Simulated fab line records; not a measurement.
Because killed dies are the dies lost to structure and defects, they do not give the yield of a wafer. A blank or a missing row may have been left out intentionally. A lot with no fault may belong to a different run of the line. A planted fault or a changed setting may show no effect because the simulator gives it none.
fab line records + flow nand_harc
record:
- lots: 13
- wafers: 35
- last_day: 33
route steps=1302 shown P_STI@89 P_GATE@132
lots with no fault: from the same line, run without faults
start_h: hours from the record's opening day to when the first of the lot's shown wafers began + wait_h: time in hours since the lot's previous step + " as in the row above + L1.1+2: several wafers, shown together as one row + - value missing, or start not given + * or withheld: withheld + < > ~ a bound
route shown NAME@n: a module of which the file shows steps, and the number in the route of the first + usual: mean/standard deviation of fault-free wafers + same: alike in all rows + chamber/n: place in a boat + sites: each site's reading + _std_site: the values' standard deviation + _edge_site: mean of outer sites minus mean of inner sites + radius_mm: how far each site lies from the wafer's centre + mask NAME#n: copy n + behind: the most recent tool/chamber to have shaped the wafer + hold: reason for holding the lot/hours on hold/outcome of the hold + device: whichever transistor did not switch (one of n, p or np) + end of line: the route-end tests of the same wafers + a step with no rows: only its recipe + killed: dies lost to structure and defects at the first sort, not the wafer's yield + map: the dies of a wafer, with x for killed, . for not killed, _ for no die there
set.NAME: setting as actually run; set.NAME@STEP: the setting as run at that earlier step + model.NAME: the simulator's own value behind a step, which no gauge read
route steps across a sampled set of lots; one table per step, one row per wafer
services: a tool's chamber out of use, with start hour (start_h, from the record's first day; less than 0 if before it), hours out, and reason
== steps ==
step: NHARC_P_STI_ETCH_31
recipe:
- target_depth_a: 1089
- time_s: 54.5
- cf4_flow_sccm: 100
- chf3_flow_sccm: 30
- ar_flow_sccm: 0
- rf_w: 500
- bias_w: 200
- chemistry: CF4/CHF3
usual:
- drypump_motor_current_A: 5.7/0.37
- oes_product_au: 0.965/0.015
- rf_vpp_V: 371.1/2.3
- showerhead_plenum_p_Torr: 1.59/0.064
- throttle_valve_pct: 16.802/0.0091
| lot.wafer | tool        | chamber | start_h | wait_h | drypump_motor_current_A | oes_product_au | rf_hours_counter_h | rf_vpp_V | showerhead_plenum_p_Torr | throttle_valve_pct |
|-----------|-------------|---------|---------|--------|-------------------------|----------------|--------------------|----------|--------------------------|--------------------|
| L653.1    | rie_diel-13 | 2       | -       | -      | 5.1                     | 0.973          | 2                  | 371.6    | 1.61                     | 16.807             |
| L653.3    | "           | 3       | "       | "      | 5.9                     | 0.974          | 3                  | 369.0    | 1.55                     | 16.807             |
| L653.4    | "           | 0       | "       | "      | 6.0                     | 0.957          | 3                  | 368.4    | 1.48                     | 16.796             |
| L654.1    | rie_diel-12 | 1       | -       | -      | 5.4                     | 0.952          | 7                  | 374.0    | 1.68                     | 16.802             |
| L654.3    | "           | 2       | "       | "      | 5.3                     | 0.959          | 7                  | 365.8    | 1.48                     | 16.809             |
| L654.2    | "           | 3       | "       | "      | 5.8                     | 0.955          | 5                  | 373.9    | 1.67                     | 16.804             |
| L656.3    | rie_diel-01 | 0       | -       | -      | 5.2                     | 0.984          | 3                  | 372.4    | 1.65                     | 16.807             |
| L656.2    | "           | 1       | "       | "      | 5.6                     | 0.965          | 3                  | 370.8    | 1.60                     | 16.791             |
| L656.5    | "           | 0       | "       | "      | 5.2                     | 0.983          | -                  | 371.9    | 1.65                     | 16.805             |
| L657.3    | rie_diel-13 | 0       | -       | -      | 6.0                     | 0.973          | 4                  | 367.7    | 1.48                     | 16.808             |
| L657.6    | "           | 2       | "       | "      | 5.1                     | 0.964          | -                  | 372.7    | 1.61                     | 16.808             |
| L657.4    | "           | 3       | "       | "      | 5.9                     | 0.957          | -                  | 369.3    | 1.55                     | 16.807             |
| L663.6    | rie_diel-12 | 1       | -       | -      | 5.4                     | 0.982          | -                  | 372.9    | 1.68                     | 16.795             |
| L664.4    | rie_diel-01 | 1       | -       | -      | 5.6                     | 0.977          | 10                 | 373.1    | 1.59                     | 16.814             |
| L669.1    | rie_diel-13 | 2       | -       | -      | 5.1                     | 0.947          | 2                  | 371.9    | 1.61                     | 16.805             |
| L669.4    | "           | 0       | "       | "      | 6.0                     | 0.940          | -                  | 366.6    | 1.48                     | 16.801             |
| L669.5    | "           | 2       | "       | "      | 5.1                     | 0.948          | -                  | 372.7    | 1.61                     | 16.806             |
| L671.1    | rie_diel-01 | 3       | -       | -      | 5.6                     | 0.948          | 0                  | 372.3    | 1.63                     | 16.785             |
| L671.5    | "           | 1       | "       | "      | 5.6                     | 0.950          | -                  | 372.2    | 1.59                     | 16.805             |
| L671.4    | "           | 2       | "       | "      | 6.4                     | 0.962          | -                  | 372.5    | 1.61                     | 16.819             |
| L672.1    | rie_diel-13 | 3       | -       | -      | 5.9                     | 0.966          | 4                  | 369.8    | 1.55                     | 16.798             |
| L672.4    | "           | 2       | "       | "      | 5.1                     | 0.969          | 4                  | 370.9    | 1.61                     | 16.808             |
| L672.5    | "           | 3       | "       | "      | 5.9                     | 0.963          | -                  | 369.8    | 1.55                     | 16.799             |
| L673.2    | rie_diel-12 | 0       | -       | -      | 5.9                     | 0.988          | 5                  | 368.2    | 1.51                     | 16.794             |
| L673.4    | "           | 1       | "       | "      | 5.4                     | 0.964          | 6                  | 372.3    | 1.68                     | 16.809             |
| L673.1    | "           | 2       | "       | "      | 5.3                     | 0.976          | 6                  | 367.3    | 1.48                     | 16.795             |
| L674.2    | rie_diel-13 | 0       | -       | -      | 6.0                     | 0.945          | 5                  | 367.4    | 1.48                     | 16.789             |
| L674.3    | "           | 1       | "       | "      | 6.1                     | 0.949          | 5                  | 371.6    | 1.61                     | 16.815             |
| L674.6    | "           | 0       | "       | "      | 6.0                     | 0.947          | -                  | 367.4    | 1.48                     | 16.800             |
| L675.1    | rie_diel-12 | 2       | -       | -      | 5.3                     | 0.954          | 8                  | 366.6    | 1.48                     | 16.812             |
| L675.5    | "           | 3       | "       | "      | 5.7                     | 0.949          | -                  | 373.5    | 1.66                     | 16.793             |
| L675.6    | "           | 0       | "       | "      | 5.9                     | 0.980          | -                  | 370.0    | 1.51                     | 16.808             |
| L676.4    | rie_diel-13 | 3       | -       | -      | 5.9                     | 0.947          | 8                  | 368.7    | 1.55                     | 16.796             |
| L676.3    | "           | 2       | "       | "      | 5.1                     | 0.960          | 8                  | 371.4    | 1.61                     | 16.798             |
| L676.6    | "           | 3       | "       | "      | 5.9                     | 0.940          | -                  | 368.7    | 1.55                     | 16.807             |
step: NHARC_P_GATE_DEP_103
recipe:
- target_thk_a: 300
- target_thk_nm: 30
- temp_c: 400
- flow_sccm: 200
- rf_w: 350
- material: SiON
usual:
- heater_power_w: 759/80
| lot.wafer | tool     | chamber | start_h | wait_h | heater_power_w |
|-----------|----------|---------|---------|--------|----------------|
| L653.1    | pecvd-04 | 1       | 102.19  | 0.6    | 729            |
| L653.3    | "        | 2       | "       | "      | 788            |
| L653.4    | "        | 0       | "       | "      | 806            |
| L654.3    | pecvd-02 | 0       | 102.51  | 0.3    | 784            |
| L654.2    | "        | 1       | "       | "      | 707            |
| L654.1    | "        | 2       | "       | "      | 694            |
| L656.2    | pecvd-04 | 1       | 129.23  | 0.5    | 723            |
| L656.3    | "        | 0       | "       | "      | 754            |
| L656.5    | "        | 2       | "       | "      | 807            |
| L657.3    | pecvd-04 | 0       | 140.15  | 0.4    | 802            |
| L657.6    | "        | 1       | "       | "      | 717            |
| L657.4    | "        | 2       | "       | "      | 755            |
| L663.6    | pecvd-03 | 0       | 200.85  | 0.2    | 873            |
| L664.4    | pecvd-02 | 2       | 207.14  | 0.3    | 672            |
| L669.1    | pecvd-03 | 0       | 252.43  | 0.6    | 811            |
| L669.5    | "        | 2       | "       | "      | 583            |
| L669.4    | "        | 0       | "       | "      | 798            |
| L671.1    | pecvd-02 | 1       | 275.67  | 0.6    | 785            |
| L671.5    | "        | 0       | "       | "      | 828            |
| L671.4    | "        | 2       | "       | "      | 840            |
| L672.1    | pecvd-04 | 1       | 289.14  | 0.6    | 724            |
| L672.4    | "        | 0       | "       | "      | 744            |
| L672.5    | "        | 1       | "       | "      | 715            |
| L674.3    | pecvd-04 | 1       | 305.11  | 0.3    | 731            |
| L674.2    | "        | 0       | "       | "      | 720            |
| L674.6    | "        | 1       | "       | "      | 722            |
| L673.2    | pecvd-04 | 1       | 305.75  | 0.4    | 720            |
| L673.1    | "        | 0       | "       | "      | 704            |
| L673.4    | "        | 1       | "       | "      | 737            |
| L675.1    | pecvd-02 | 2       | 323.04  | 0.6    | 802            |
| L675.6    | "        | 1       | "       | "      | 720            |
| L675.5    | "        | 2       | "       | "      | 797            |
| L676.3    | pecvd-04 | 1       | 323.85  | 0.5    | 637            |
| L676.4    | "        | 0       | "       | "      | 725            |
| L676.6    | "        | 1       | "       | "      | 631            |
step: NHARC_P_GATE_ETCHBACK_37
recipe:
- target_depth_a: 345
- time_s: 17.2
- chf3_flow_sccm: 50
- o2_flow_sccm: 10
- ar_flow_sccm: 200
- rf_w: 500
- bias_w: 200
- chemistry: CHF3/O2
usual:
- drypump_motor_current_A: 5.8/0.52
- oes_product_au: 0.935/0.025
- rf_vpp_V: 371.6/2.2
- run_length_s: 38.5/0.46
- showerhead_plenum_p_Torr: 2.45/0.094
- throttle_valve_pct: 20.572/0.0094
| lot.wafer | tool        | chamber | start_h | wait_h | drypump_motor_current_A | oes_product_au | rf_hours_counter_h | rf_vpp_V | run_length_s | showerhead_plenum_p_Torr | throttle_valve_pct |
|-----------|-------------|---------|---------|--------|-------------------------|----------------|--------------------|----------|--------------|--------------------------|--------------------|
| L654.1    | rie_diel-10 | 0       | 114.09  | -      | 5.8                     | 0.931          | 2.7                | 372.7    | 38.0         | 2.51                     | 20.567             |
| L654.2    | "           | 1       | "       | "      | 5.4                     | 0.938          | 3.4                | 370.3    | 38.9         | 2.40                     | 20.570             |
| L654.3    | "           | 2       | "       | "      | 5.6                     | 0.906          | 2.9                | 370.0    | 37.8         | 2.41                     | 20.578             |
| L653.3    | rie_diel-04 | 2       | 114.33  | -      | 6.3                     | 0.939          | 5.6                | 367.8    | 38.1         | 2.31                     | 20.561             |
| L653.4    | "           | 3       | "       | "      | 4.8                     | 0.935          | 5.8                | 375.0    | 38.1         | 2.57                     | 20.589             |
| L653.1    | "           | 0       | "       | "      | 6.8                     | 0.930          | 5.7                | 367.3    | 39.3         | 2.29                     | 20.561             |
| L656.3    | rie_diel-04 | 1       | 140.90  | -      | 5.8                     | 0.933          | 5.0                | 371.5    | 39.0         | 2.41                     | 20.584             |
| L656.2    | "           | 3       | "       | "      | 4.8                     | 0.927          | 6.1                | 374.2    | 38.2         | 2.57                     | 20.577             |
| L656.5    | "           | 1       | "       | "      | 5.8                     | 0.939          | -                  | 371.5    | 38.7         | 2.41                     | 20.578             |
| L657.4    | rie_diel-04 | 0       | 151.73  | -      | 6.8                     | 0.931          | 6.3                | 366.8    | 39.0         | 2.29                     | 20.581             |
| L657.3    | "           | 1       | "       | "      | 5.8                     | 0.944          | 5.3                | 371.0    | 38.7         | 2.41                     | 20.565             |
| L657.6    | "           | 3       | "       | "      | 4.8                     | 0.917          | -                  | 375.2    | 38.1         | 2.57                     | 20.591             |
| L663.6    | rie_diel-09 | 1       | 212.38  | -      | 5.2                     | 0.929          | -                  | 371.4    | 40.4         | 2.48                     | 20.575             |
| L664.4    | rie_diel-09 | 1       | 218.39  | -      | 5.2                     | 0.997          | 4.7                | 371.2    | 40.4         | 2.48                     | 20.579             |
| L669.4    | rie_diel-04 | 1       | 264.12  | -      | 5.8                     | 0.941          | 3.5                | 371.8    | 39.1         | 2.41                     | 20.558             |
| L669.1    | "           | 3       | "       | "      | 4.8                     | 0.908          | 4.4                | 374.6    | 38.5         | 2.57                     | 20.563             |
| L669.5    | "           | 2       | "       | "      | 6.3                     | 0.930          | -                  | 368.6    | 37.6         | 2.30                     | 20.567             |
| L671.4    | rie_diel-10 | 1       | 289.36  | -      | 5.3                     | 0.935          | 2.4                | 370.9    | 39.0         | 2.40                     | 20.581             |
| L671.1    | "           | 3       | "       | "      | 5.6                     | 0.928          | 2.4                | 373.4    | 38.6         | 2.58                     | 20.574             |
| L671.5    | "           | 1       | "       | "      | 5.3                     | 0.935          | -                  | 371.5    | 38.7         | 2.40                     | 20.594             |
| L672.1    | rie_diel-10 | 2       | 300.78  | -      | 5.6                     | 0.910          | 2.4                | 370.0    | 38.4         | 2.40                     | 20.558             |
| L672.4    | "           | 0       | "       | "      | 5.8                     | 0.916          | -                  | 372.1    | 38.8         | 2.50                     | 20.572             |
| L672.5    | "           | 3       | "       | "      | 5.6                     | 0.920          | -                  | 373.9    | 38.7         | 2.58                     | 20.571             |
| L674.2    | rie_diel-09 | 1       | 316.74  | -      | 5.2                     | 0.928          | 11.6               | 371.0    | 38.6         | 2.48                     | 20.576             |
| L674.3    | "           | 3       | "       | "      | 5.9                     | 1.005          | -                  | 372.5    | 38.0         | 2.54                     | 20.561             |
| L674.6    | "           | 1       | "       | "      | 5.2                     | 0.919          | -                  | 372.3    | 39.0         | 2.48                     | 20.569             |
| L673.4    | rie_diel-04 | 1       | 317.21  | -      | 5.8                     | 0.955          | 7.9                | 370.8    | 38.9         | 2.41                     | 20.572             |
| L673.1    | "           | 2       | "       | "      | 6.3                     | 0.929          | 8.1                | 368.7    | 38.4         | 2.30                     | 20.563             |
| L673.2    | "           | 3       | "       | "      | 4.8                     | 0.916          | 7.9                | 373.4    | 38.0         | 2.57                     | 20.572             |
| L675.1    | rie_diel-09 | 3       | 334.61  | -      | 5.9                     | 1.027          | 0                  | 373.7    | 38.3         | 2.54                     | 20.565             |
| L675.6    | "           | 0       | "       | "      | 6.4                     | 1.010          | -                  | 372.3    | 38.1         | 2.47                     | 20.563             |
| L675.5    | "           | 1       | "       | "      | 5.3                     | 0.998          | -                  | 372.1    | 39.4         | 2.48                     | 20.591             |
| L676.3    | rie_diel-10 | 0       | 337.67  | -      | 5.8                     | 0.911          | 1.8                | 372.2    | 38.0         | 2.50                     | 20.564             |
| L676.4    | "           | 2       | "       | "      | 5.6                     | 0.912          | 3.2                | 370.2    | 38.3         | 2.40                     | 20.588             |
| L676.6    | "           | 1       | "       | "      | 5.4                     | 0.919          | -                  | 370.8    | 38.7         | 2.40                     | 20.566             |
step: NHARC_P_GATE_STRIP_101
recipe:
- time_s: 20
- o2_flow_sccm: 500
- ar_flow_sccm: 0
- bias_w: 0
- chemistry: O2
usual:
- drypump_motor_current_A: 5.8/0.53
- oes_product_au: 1.000/0.012
- rf_vpp_V: 57.9/0.87
- showerhead_plenum_p_Torr: 3.60/0.14
- throttle_valve_pct: 17.037/0.0081
| lot.wafer | tool        | chamber | start_h | wait_h | drypump_motor_current_A | oes_product_au | rf_hours_counter_h | rf_vpp_V | showerhead_plenum_p_Torr | throttle_valve_pct |
|-----------|-------------|---------|---------|--------|-------------------------|----------------|--------------------|----------|--------------------------|--------------------|
| L654.2    | rie_diel-10 | 0       | 114.17  | 0.1    | 5.8                     | 1.003          | 2.8                | 56.2     | 3.68                     | 17.044             |
| L654.1    | "           | 1       | "       | "      | 5.4                     | 1.000          | 3.4                | 59.0     | 3.53                     | 17.028             |
| L654.3    | "           | 3       | "       | "      | 5.5                     | 1.001          | 3.2                | 57.2     | 3.79                     | 17.039             |
| L653.3    | rie_diel-04 | 3       | 114.42  | 0.1    | 4.8                     | 1.006          | 5.8                | 57.8     | 3.77                     | 17.042             |
| L653.4    | "           | 0       | "       | "      | 6.8                     | 1.005          | 5.7                | 58.5     | 3.36                     | 17.032             |
| L653.1    | "           | 1       | "       | "      | 5.8                     | 1.003          | 4.8                | 57.0     | 3.54                     | 17.026             |
| L656.2    | rie_diel-04 | 1       | 140.98  | 0.1    | 5.7                     | 1.031          | 5.0                | 57.2     | 3.54                     | 17.028             |
| L656.3    | "           | 2       | "       | "      | 6.3                     | 1.005          | 5.9                | 57.6     | 3.39                     | 17.042             |
| L656.5    | "           | 0       | "       | "      | 6.8                     | 1.004          | -                  | 58.1     | 3.36                     | 17.035             |
| L657.3    | rie_diel-04 | 3       | 151.81  | 0.1    | 4.8                     | 1.008          | 6.3                | 58.6     | 3.77                     | 17.047             |
| L657.4    | "           | 0       | "       | "      | 6.8                     | 1.003          | 6.3                | 57.1     | 3.36                     | 17.036             |
| L657.6    | "           | 2       | "       | "      | 6.3                     | 0.999          | -                  | 56.6     | 3.39                     | 17.041             |
| L663.6    | rie_diel-09 | 3       | 212.45  | 0.1    | 5.9                     | 1.010          | -                  | 57.3     | 3.73                     | 17.033             |
| L664.4    | rie_diel-09 | 1       | 218.49  | 0.1    | 5.2                     | 0.994          | 4.7                | 58.8     | 3.64                     | 17.041             |
| L669.1    | rie_diel-04 | 1       | 264.22  | 0.1    | 5.8                     | 1.016          | 3.5                | 58.5     | 3.54                     | 17.029             |
| L669.4    | "           | 3       | "       | "      | 4.8                     | 0.992          | 4.4                | 59.0     | 3.77                     | 17.042             |
| L669.5    | "           | 0       | "       | "      | 6.8                     | 1.012          | -                  | 58.8     | 3.36                     | 17.044             |
| L671.4    | rie_diel-10 | 3       | 289.44  | 0.1    | 5.6                     | 0.992          | 2.4                | 58.9     | 3.78                     | 17.040             |
| L671.1    | "           | 2       | "       | "      | 5.6                     | 0.983          | 2.3                | 57.7     | 3.53                     | 17.035             |
| L671.5    | "           | 0       | "       | "      | 5.8                     | 0.978          | -                  | 56.3     | 3.67                     | 17.044             |
| L672.1    | rie_diel-10 | 0       | 300.88  | 0.1    | 5.8                     | 0.984          | 0.8                | 57.0     | 3.67                     | 17.028             |
| L672.5    | "           | 3       | "       | "      | 5.6                     | 1.001          | -                  | 59.3     | 3.79                     | 17.022             |
| L672.4    | "           | 2       | "       | "      | 5.6                     | 0.994          | -                  | 57.5     | 3.53                     | 17.035             |
| L674.2    | rie_diel-09 | 3       | 316.89  | 0.1    | 5.9                     | 1.004          | 10.5               | 57.3     | 3.73                     | 17.021             |
| L674.3    | "           | 3       | "       | "      | 5.9                     | 1.007          | -                  | 57.3     | 3.72                     | 17.033             |
| L674.6    | "           | 1       | "       | "      | 5.2                     | 0.987          | -                  | 57.8     | 3.64                     | 17.031             |
| L673.1    | rie_diel-04 | 1       | 317.30  | 0.1    | 5.7                     | 1.024          | 7.9                | 57.1     | 3.54                     | 17.043             |
| L673.2    | "           | 3       | "       | "      | 4.8                     | 0.988          | 7.9                | 58.1     | 3.77                     | 17.042             |
| L673.4    | "           | 0       | "       | "      | 6.8                     | 1.008          | 6.7                | 56.8     | 3.36                     | 17.029             |
| L675.1    | rie_diel-09 | 1       | 334.68  | 0.1    | 5.3                     | 0.990          | 0.0                | 58.3     | 3.64                     | 17.027             |
| L675.5    | "           | 2       | "       | "      | 6.2                     | 1.000          | -                  | 59.7     | 3.70                     | 17.041             |
| L675.6    | "           | 3       | "       | "      | 5.9                     | 1.014          | -                  | 57.6     | 3.73                     | 17.038             |
| L676.4    | rie_diel-10 | 2       | 337.77  | 0.1    | 5.6                     | 0.996          | 3.2                | 57.6     | 3.53                     | 17.040             |
| L676.3    | "           | 0       | "       | "      | 5.9                     | 0.992          | 1.8                | 57.2     | 3.67                     | 17.022             |
| L676.6    | "           | 3       | "       | "      | 5.6                     | 0.994          | -                  | 57.7     | 3.78                     | 17.043             |
== services ==
| tool        | chamber | start_h | hours | kind   |
|-------------|---------|---------|-------|--------|
| pecvd-04    | 0       | 37.97   | 4.4   | repair |
| rie_diel-10 | -       | 43.24   | 1.2   | repair |
| rie_diel-13 | 1       | 49.57   | 8.6   | repair |
| rie_diel-10 | -       | 65.50   | 9.0   | pm     |
| rie_diel-13 | -       | 66.76   | 0.2   | repair |
| rie_diel-13 | 1       | 75.46   | 9.7   | repair |
| rie_diel-10 | 0       | 79.33   | 5.3   | repair |
| pecvd-04    | -       | 88.00   | 13.0  | pm     |
| rie_diel-04 | 1       | 96.20   | 7.9   | repair |
| rie_diel-13 | 2       | 102.76  | 3.6   | repair |
| rie_diel-13 | 0       | 128.83  | 5.0   | repair |
| rie_diel-13 | -       | 165.06  | 9.0   | pm     |
| rie_diel-04 | -       | 177.90  | 9.0   | pm     |
| rie_diel-13 | 0       | 183.28  | 3.3   | repair |
| rie_diel-04 | -       | 187.54  | 0.6   | repair |
| rie_diel-10 | 0       | 189.62  | 12.9  | repair |
| rie_diel-13 | 1       | 200.10  | 6.1   | repair |
| rie_diel-10 | -       | 242.52  | 9.0   | pm     |
| rie_diel-10 | -       | 269.23  | 0.3   | repair |
| pecvd-04    | -       | 269.57  | 13.0  | pm     |
| rie_diel-04 | 2       | 278.73  | 2.1   | repair |
| pecvd-04    | -       | 290.80  | 3.0   | repair |
| rie_diel-10 | 1       | 292.72  | 13.1  | repair |
| rie_diel-04 | 0       | 300.01  | 7.7   | repair |
== key ==
first_sign:
- step: NHARC_P_GATE_ETCHBACK_37
- reading: run_length_s
- direction: up
- sigmas: 4.3
- usual: *
- struck: *
effect none on later readings
met_at NHARC_P_GATE_ETCHBACK_37
struck_lots L663,L664
tester_left_out L663,L664
not_acting_at NHARC_P_STI_ETCH_31,NHARC_P_GATE_DEP_103,NHARC_P_GATE_STRIP_101
fault:
- kind: process_parameter_drift
- tool: rie_diel-09
- chamber: -
- onset_h: 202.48
- steps: NHARC_P_GATE_ETCHBACK_37
- channel: time_s
- offset: *
- shape: step
- end_h: 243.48
- acts_in: *
- stated: *
tester_left_out: of these lots the tester's yield and bins aren't shown, on N5 and GAA mostly nor the transistor test; their killed dies are dies lost to structure and defects alone, not to doping, threshold or leakage, so they don't give the yield
